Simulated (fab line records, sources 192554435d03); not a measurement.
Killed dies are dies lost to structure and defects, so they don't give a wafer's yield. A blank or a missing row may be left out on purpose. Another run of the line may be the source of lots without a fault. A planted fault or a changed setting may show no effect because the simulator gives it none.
Matching of chambers    flow n5-finfet    rie-diel-01 running N5_BEOL_M10_ETCH_62: 4 sister chambers
The step etches SOC in N2/H2, target depth 110 nm, overetch 22 nm, time 165 s. 14 wafers are shown with their chamber, then 7 later ones without.

== EACH WAFER AND ITS CHAMBER ==
wafer   chamber  throttle-valve-pct (%)  showerhead-plenum-p-Torr (Torr)  oes-product-au (a.u.)
L074.1  3        18.01                   2.52                             0.62
L074.3  0        17.91                   2.57                             0.69
L074.5  2        18.06                   2.56                             0.67
L079.2  1        17.61                   2.56                             0.73
L079.3  3        18.03                   2.51                             0.60
L079.5  2        18.09                   2.55                             0.65
L088.2  0        17.98                   2.56                             0.66
L088.3  1        17.63                   2.56                             0.71
L088.4  2        18.11                   2.55                             0.65
L086.1  1        17.64                   2.56                             0.70
L086.3  2        18.13                   2.54                             0.64
L086.5  3        18.07                   2.50                             0.59
L090.3  2        18.11                   2.54                             0.64
L090.4  3        18.09                   2.50                             0.59

SIGNATURES (means of the wafers above)
reading                   chamber 0  chamber 1  chamber 2  chamber 3  scatter within a chamber
throttle-valve-pct        17.9450    17.6267    18.1000    18.0500    0.0312
showerhead-plenum-p-Torr  2.5650     2.5600     2.5480     2.5075     0.00778
oes-product-au            0.6750     0.7133     0.6500     0.6000     0.0145
Rule: for a wafer and a chamber, the distance is found by dividing, reading by reading, the gap between the wafer's reading and the chamber's mean by the reading's scatter, squaring, summing and taking the root. The wafer belongs to the nearest chamber; if the next one is less than 2 further off, it can't be placed. The scatter: take each reading less its chamber's mean, square it, sum over the shown wafers, divide by the number of wafers less the number of chambers, and take the root.

== WAFERS WITHOUT THEIR CHAMBER ==
wafer   throttle-valve-pct (%)  showerhead-plenum-p-Torr (Torr)  oes-product-au (a.u.)
L090.6  17.64                   2.56                             0.71
L093.2  18.10                   2.50                             0.58
L093.3  17.68                   2.55                             0.69
L093.4  18.01                   2.55                             0.65
L094.3  17.65                   2.55                             0.69
L094.5  18.14                   2.54                             0.63
L094.6  18.01                   2.55                             0.64

== WHICH CHAMBER EACH WENT THROUGH ==
wafer   from the rows above      in truth
L090.6  1                        1
L093.2  3                        3
L093.3  1                        1
L093.4  can't be placed: 2 or 0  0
L094.3  1                        1
L094.5  2                        2
L094.6  can't be placed: 2 or 0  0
Placed correctly: 5 of 7. From these rows, 2 cannot be placed; in 2 the true chamber is one of the candidates. Placed wrongly: 0.
